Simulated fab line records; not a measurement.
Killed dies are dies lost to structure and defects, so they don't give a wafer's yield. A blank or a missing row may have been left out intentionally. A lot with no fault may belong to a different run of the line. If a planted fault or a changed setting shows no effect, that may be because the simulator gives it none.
Matching of chambers | flow nandHarc | NHARC_A_CHANNEL_FILL_D1_STRIP_28 on rieDiel-07 has 4 sister chambers
The step strips in O2, time 20 s. 16 wafers are shown with their chamber, then 8 later ones without.

== WAFERS, EACH WITH ITS CHAMBER ==
wafer  | chamber | showerheadPlenumPTorr (Torr) | drypumpMotorCurrentA (A) | oesProductAu (a.u.)
L074.1 | 0       | 3.39                         | 6.0                      | 1.031
L074.3 | 3       | 3.57                         | 5.4                      | 1.006
L074.5 | 0       | 3.39                         | 6.0                      | 1.037
L075.2 | 3       | 3.57                         | 5.4                      | 0.998
L075.3 | 1       | 3.52                         | 5.2                      | 0.981
L075.4 | 3       | 3.57                         | 5.3                      | 1.002
L077.1 | 2       | 3.49                         | 5.9                      | 0.996
L077.2 | 3       | 3.56                         | 5.4                      | 1.007
L077.6 | 3       | 3.56                         | 5.4                      | 1.010
L079.3 | 1       | 3.52                         | 5.2                      | 0.995
L079.5 | 3       | 3.56                         | 5.4                      | 1.015
L079.6 | 2       | 3.49                         | 5.9                      | 1.009
L082.1 | 2       | 3.49                         | 6.0                      | 1.026
L082.4 | 1       | 3.52                         | 5.2                      | 0.988
L082.5 | 2       | 3.49                         | 5.9                      | 1.020
L086.1 | 1       | 3.52                         | 5.2                      | 0.990

SIGNATURES, as means of the wafers listed above
reading               | chamber 0 | chamber 1 | chamber 2 | chamber 3 | scatter within a chamber
showerheadPlenumPTorr | 3.3900    | 3.5200    | 3.4900    | 3.5650    | 0.00354
drypumpMotorCurrentA  | 6.000     | 5.200     | 5.925     | 5.383     | 0.0363
oesProductAu          | 1.03400   | 0.98850   | 1.01275   | 1.00633   | 0.00826
Rule: a wafer's distance from a chamber is the root of the sum, over the readings, of the square of ((its reading less the chamber's mean) divided by the reading's scatter). The wafer belongs to the nearest chamber; if the next one is less than 2 further off, it can't be placed. How the scatter is found: for the shown wafers, subtract from each reading the mean of its chamber, square and add these, divide the total by (wafers less chambers), then take the root.

== WAFERS WITHOUT THEIR CHAMBER ==
wafer  | showerheadPlenumPTorr (Torr) | drypumpMotorCurrentA (A) | oesProductAu (a.u.)
L086.3 | 3.39                         | 6.0                      | 1.014
L086.4 | 3.49                         | 5.9                      | 1.009
L087.1 | 3.52                         | 5.3                      | 1.001
L087.2 | 3.49                         | 5.9                      | 1.023
L087.6 | 3.39                         | 6.0                      | 1.019
L090.1 | 3.56                         | 5.3                      | 1.035
L090.2 | 3.49                         | 5.9                      | 1.005
L090.4 | 3.39                         | 6.0                      | 1.013

== WHICH CHAMBER EACH WENT THROUGH ==
wafer  | from the rows above | in truth
L086.3 | 0                   | 0
L086.4 | 2                   | 2
L087.1 | 1                   | 1
L087.2 | 2                   | 2
L087.6 | 0                   | 0
L090.1 | 3                   | 3
L090.2 | 2                   | 2
L090.4 | 0                   | 0
8 of 8 placed correctly. From these rows, 0 cannot be placed. Wrongly placed: 0.
